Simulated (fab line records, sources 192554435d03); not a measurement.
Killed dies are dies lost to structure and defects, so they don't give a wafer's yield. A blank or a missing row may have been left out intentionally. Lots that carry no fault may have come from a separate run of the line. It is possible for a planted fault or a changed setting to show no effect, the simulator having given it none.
Chamber matching	flow n5_finfet	rie_diel-04 running N5_BEOL_M7_STRIP_67: 4 sister chambers
The step strips in CF4. 4 wafers are shown with their chamber, then 12 later ones without.

== WAFERS, EACH WITH ITS CHAMBER ==
wafer	chamber	throttle_valve_pct (%)
L082.3	0	13.79
L084.6	1	13.61
L085.4	2	13.66
L085.5	3	13.16

== WAFERS WITHOUT THEIR CHAMBER ==
wafer	throttle_valve_pct (%)
L086.4	13.68
L086.5	13.61
L086.6	13.78
L088.2	13.19
L088.4	13.69
L088.5	13.78
L089.1	13.69
L089.5	13.69
L089.6	13.17
L093.3	13.21
L093.5	13.72
L093.6	13.21

== WHICH CHAMBER EACH WENT THROUGH ==
wafer	from the rows above	in truth
L086.4	can't be placed: 2 or 1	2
L086.5	can't be placed: 1 or 2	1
L086.6	0	0
L088.2	3	3
L088.4	can't be placed: 2 or 1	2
L088.5	0	0
L089.1	can't be placed: 2 or 1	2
L089.5	can't be placed: 2 or 1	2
L089.6	3	3
L093.3	3	3
L093.5	can't be placed: 2 or 0 or 1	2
L093.6	3	3
Correctly placed: 6 of 12. Can't be placed from these rows: 6 (the true chamber is among the candidates in 6). 0 placed wrongly.
How it was worked out, from the rows above alone: a wafer's distance from a chamber is the root of the sum, over the readings, of the square of ((its reading less the chamber's mean) divided by the reading's scatter). The wafer belongs to the nearest chamber; if the next one is less than 2 further off, it can't be placed. Each chamber's mean is taken over the wafers shown for it. The scatter (one wafer shown for each chamber): square how far every hidden wafer sits from the nearest shown wafer, average those squares and take the square root.
